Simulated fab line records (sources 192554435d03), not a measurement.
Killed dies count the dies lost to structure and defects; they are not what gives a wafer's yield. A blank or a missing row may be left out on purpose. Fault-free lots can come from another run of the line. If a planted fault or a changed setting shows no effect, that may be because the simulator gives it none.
A single fault, viewed from 2 desks ; flow n5 finfet ; each desk holds nothing but its own numbers, with what lay behind them at the end

## METROLOGY DESK
Means of the sampled wafers that have a number, per lot and without regard to the tool the lot ran on: this is what the gauges read. Any lot whose mean is over 4 standard deviations away from the usual mean is out of limits and marked OUT; that distance is given in the brackets. Readings shown: 7 out of 12 (the first out of limits, and those lying furthest out on some lot).
Columns: A = M2_ILD_THK at N5_BEOL_M2_THK_MEAS_01, usual 78.7 nm; B = DIBL_N at N5_BEOL_M4_RC_MEAS_101, usual 36.5 mV/V; C = DIBL_P at N5_BEOL_M4_RC_MEAS_101, usual 36.6 mV/V; D = IOFF_N at N5_BEOL_M4_RC_MEAS_101, usual 0.160 nA/um; E = ION_N at N5_BEOL_M4_RC_MEAS_101, usual 674 uA/um; F = SS_P at N5_BEOL_M4_RC_MEAS_101, usual 73.4 mV/dec; G = VT_N at N5_BEOL_M4_RC_MEAS_101, usual 250.0 mV
lot;first seen here;A;B;C;D;E;F;G
L970;day 6 13:29;78.5;38.1;37.7;0.170;675;73.4;250.1
L981;day 9 06:57;94.0 (+16) OUT;39.0;39.2;0.179;676;74.3;249.4
L982;day 9 15:51;79.0;36.5;36.0;0.149;674;72.8;250.2
L984;day 9 23:43;78.1;36.4;36.9;0.155;675;73.7;251.1
L987;day 10 19:34;79.8;35.7;35.1;0.122;661;72.9;254.0
L989;day 11 05:20;79.3;36.1;37.1;0.153;671;73.3;252.0
L991;day 11 16:54;78.5;35.4;34.9;0.142;671;73.2;250.9
L992;day 11 20:05;78.9;36.2;38.6;0.169;680;73.8;249.5
L993;day 12 14:10;80.0;36.7;36.3;0.169;680;73.6;248.0
Per this desk, out of limits: L981; the first was L981, day 9 07:06 (M2_ILD_THK at N5_BEOL_M2_THK_MEAS_01). Within limits: L970, L982, L984, L987, L989, L991, L992, L993.

## AT THE TOOL OWNER'S DESK: pecvd-03
The tool's own readings at N5_BEOL_M2_ILD_DEP_00 (deposits SiOC from DEMS/O2, target thk 79 nm, time 15.3 s): means of the sampled wafers that have a number, for each lot that ran on this tool. Any lot whose mean is over 4 standard deviations away from the usual mean is out of limits and marked OUT; that distance is given in the brackets.
Columns: A = heater power outer w at N5_BEOL_M2_ILD_DEP_00, usual 271 W; B = heater power w at N5_BEOL_M2_ILD_DEP_00, usual 494 W; C = rf fwd power W at N5_BEOL_M2_ILD_DEP_00, usual 494.4 W; D = showerhead plenum p Torr at N5_BEOL_M2_ILD_DEP_00, usual 5.690 Torr; E = throttle valve pct at N5_BEOL_M2_ILD_DEP_00, usual 11.9 %
lot;first seen here;A;B;C;D;E
L981;day 9 07:01;251;506;493.7;5.680;11.5
L992;day 11 20:09;250;506;494.6;5.687;11.6
L993;day 12 14:14;276;490;494.4;5.700;12.7
This desk's verdict: no lot among the 3 shows anything out of limits.

## TAKEN TOGETHER
L981 would have let the metrology desk raise an alarm at day 9 07:06.
The desk of the tool owner found nothing out of limits.
On record at the tool owner's desk: L981, within its limits.
N5_BEOL_M2_ILD_DEP_00 was run on pecvd-03 by each of the lots named.

## WHAT WAS PUT IN BY THE SIMULATOR
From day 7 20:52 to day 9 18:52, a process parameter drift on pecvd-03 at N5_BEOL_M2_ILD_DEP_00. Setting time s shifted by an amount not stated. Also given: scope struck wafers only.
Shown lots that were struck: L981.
Hours from the fault's start to each desk's first reading out of limits: the metrology desk, 34.
